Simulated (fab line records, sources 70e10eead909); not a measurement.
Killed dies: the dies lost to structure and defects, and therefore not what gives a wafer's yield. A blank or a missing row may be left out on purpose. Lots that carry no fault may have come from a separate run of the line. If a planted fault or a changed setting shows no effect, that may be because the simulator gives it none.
Struck lot and sound lot, side by side / flow nandHarc / 42 out of 1302 route steps
Sound: these wafers, L517.1, L517.2, L517.4. Wafers struck: L522.1, L522.4, L522.5. The cause comes at the end.
For every step that has rows: the tool of each side, followed by ch and its chambers, followed by its first start. Under that, the readings that differ: sound wafers / struck wafers / difference of the means / sigmas: that difference in standard deviations of wafers without a fault.
alike: same words and numbers on both sides, and readings whose means sit less than 2 such deviations apart. not compared: any withheld reading, any reading some wafer has no value for, any bound like >300 that may hide the same value, and any number with overlapping values for which the record gives no deviation.
The two part at a step that has a row with sigmas, a row that says differs or no value, or rows on one side only. Numbers that have no deviation but don't overlap get no sigmas and don't part them. A reading that every wafer of one side lacks parts them only if that side has two wafers or more.

NHARC_A_M1_CD_MEAS_09: the cd target is 120 nm.
  sound on cdSem-03 ch 0, day 26 02:42; struck on cdSem-03 ch 0, day 28 14:39
  alike: cdNm
NHARC_A_M1_OVL_MEAS_10: pitch 240 nm.
  sound: overlay-02 at day 26 02:47; struck: overlay-01 at day 28 14:44
  alike: overlayXNm, overlayYNm
NHARC_A_M1_INSPECT_11:
  sound: defectInspect-02 at day 26 02:49; struck: defectInspect-01 at day 28 14:46
  alike: rawDefectCount
then, 1 step without rows for these wafers: NHARC_A_M1_DESCUM_14 (chemistry O2, time 3 s).
NHARC_A_M1_ETCH_35: etches the open film in N2/H2, target depth 40 nm, overetch 12 nm, time 43.94 s.
  sound on rieDiel-01 ch 0,1,3, day 26 02:58; struck on rieDiel-05 ch 0,1,2, day 28 14:56
  alike: biasW, drypumpMotorCurrentA, mfcArSccm, oesProductAu, rfVppV, showerheadPlenumPTorr, throttleValvePct
  not compared: rfHoursCounterH
then, 1 step without rows for these wafers: NHARC_A_M1_ETCH_15 (etches the open film in C4F8/Ar, target depth 182.5 nm, time 91.2 s).
NHARC_A_M1_CD_MEAS_16:
  sound: cdSem-01 at day 26 03:11; struck: cdSem-02 at day 28 15:08
  alike: cdNm
then, 4 steps without rows for these wafers: NHARC_A_M1_STRIP_18 (strips in N2/H2); NHARC_A_M1_ETCH_28 (etches the open film in CF4/N2, target depth 30 nm, time 72.99 s); NHARC_A_M1_STRIP_19 (strips in post etch residue remover, time 600 s); NHARC_A_M1_DEGAS_29 (time 60 s).
NHARC_A_M1_PRE_CLEAN_30: time 30 s.
  sound on pvdSputter-02; struck on pvdSputter-01
  alike: heaterPowerW, susceptorTempC
NHARC_A_M1_PVD_20: deposits TaN, target thk 5 nm, time 8.06 s.
  sound: pvdSputter-02 at day 26 04:02; struck: pvdSputter-01 at day 28 15:58
  alike: cathodeDcPowerW, throttleValvePct
then, 2 steps without rows for these wafers: NHARC_A_M1_PVD_21 (deposits Cu, target thk 30 nm, time 20.49 s); NHARC_A_M1_ECD_22 (material Cu, target thk 400 nm).
NHARC_A_M1_ANNEAL_31: time 90 s.
  sound on rtpAnneal-01 ch 0, day 26 04:39; struck on rtpAnneal-01 ch 0, day 28 16:36
  alike: wafer_temp_C_max
then, 1 step without rows for these wafers: NHARC_A_M1_CMP_23 (polishes, t overpolish 20 s, target thk 154.34 nm).
NHARC_A_M1_THK_MEAS_24: measures by xrf.
  sound: filmMetro-02 at day 26 05:19; struck: filmMetro-01 at day 28 17:16
  alike: thkNm
after that, 1 step had no rows for these wafers: NHARC_A_M1_SRD_25.
NHARC_A_M1_PRE_CLEAN_32: time 12 s.
  sound on pecvd-01 ch 0,1,2, day 26 05:32; struck on pecvd-02 ch 1,2, day 28 17:31
  alike: heaterPowerOuterW, heaterPowerW, susceptorTempC
then, 3 steps without rows for these wafers: NHARC_A_M1_DEP_33 (deposits SiCN, target thk 30 nm); NHARC_A_BONDPAD_DEP_00 (deposits SiCN, target thk 250 nm); NHARC_A_BONDPAD_CMP_29 (polishes SiCN, target thk 200 nm).
NHARC_A_BONDPAD_THK_MEAS_30: measures by ellipsometry.
  sound: filmMetro-02 at day 26 06:49; struck: filmMetro-02 at day 28 18:47
  alike: thkNm
then, 10 steps without rows for these wafers: NHARC_A_BONDPAD_SRD_31; NHARC_A_BONDPAD_DEHYDRATE_01 (time 120 s); NHARC_A_BONDPAD_HMDS_02 (time 30 s); NHARC_A_BONDPAD_COAT_33 (time 65 s); NHARC_A_BONDPAD_COAT_03 (resist thk 600 nm); NHARC_A_BONDPAD_SOFTBAKE_04 (time 70 s); NHARC_A_BONDPAD_EBR_05; NHARC_A_BONDPAD_EXPOSE_06 (exposes mask A BPAD); NHARC_A_BONDPAD_PEB_07 (peb time 80 s); NHARC_A_BONDPAD_DEVELOP_08 (time 50 s).
NHARC_A_BONDPAD_CD_MEAS_09: the cd target is 500 nm.
  sound on cdSem-03 ch 0, day 26 07:16; struck on cdSem-01 ch 0, day 28 19:20
  alike: cdNm
NHARC_A_BONDPAD_OVL_MEAS_35:
  sound: overlay-01 at day 26 07:21; struck: overlay-01 at day 28 19:26
reading=overlayXNm (nm); sound=-8 -8 -7; struck=6 6 7; difference=+14; sigmas=+2
  alike: overlayYNm
then, 3 steps without rows for these wafers: NHARC_A_BONDPAD_HARDBAKE_10 (time 65 s); NHARC_A_BONDPAD_DESCUM_11 (chemistry O2, time 3 s); NHARC_A_BONDPAD_ETCH_34 (etches the open film in N2/H2, target depth 60 nm, overetch 18 nm, time 65.91 s).
NHARC_A_BONDPAD_ETCH_12: etches the open film in CHF3/O2, target depth 220 nm, time 110 s.
  sound on rieDiel-06 ch 0,1,3; struck on rieDiel-08 ch 2, day 28 19:50
  alike: biasW, drypumpMotorCurrentA, mfcArSccm, oesProductAu, rfVppV, showerheadPlenumPTorr, throttleValvePct
  not compared: rfHoursCounterH
NHARC_THIN_TSV_GRIND_00:
  sound on grinder-01 ch 0, day 26 20:13; struck on grinder-01 ch 0, day 29 12:26
reading=hold; sound=- - -; struck=awaitDispo/2.4h/release awaitDispo/2.4h/release awaitDispo/2.4h/release; difference=no value on the sound wafers; sigmas=
  alike: motorCurrentA, slurryFlowMlMin
NHARC_END_SORT_01:
  sound on prober-01 ch 0, day 27 14:10; struck on prober-02 ch 0, day 30 21:23
reading=hold; sound=- - -; struck=awaitDispo/1.6h/release awaitDispo/1.6h/release awaitDispo/1.6h/release; difference=no value on the sound wafers; sigmas=
reading=defectLimitedYield (%); sound=87.1 87.0 91.3; struck=80.6 78.3 78.3; difference=-9.4; sigmas=-3
reading=killedAtArray; sound=81 80 51; struck=119 139 143; difference=+63; sigmas=+3
reading=killedDies; sound=87 88 59; struck=131 147 147; difference=+64; sigmas=+3
  alike: killedAtOther, killedAtPeriphery, killedOpen, killedShort

## WHERE THEY PART
At NHARC_A_BONDPAD_OVL_MEAS_35 first; at NHARC_END_SORT_01 last (within this record only).

WHY: what the simulator had put in
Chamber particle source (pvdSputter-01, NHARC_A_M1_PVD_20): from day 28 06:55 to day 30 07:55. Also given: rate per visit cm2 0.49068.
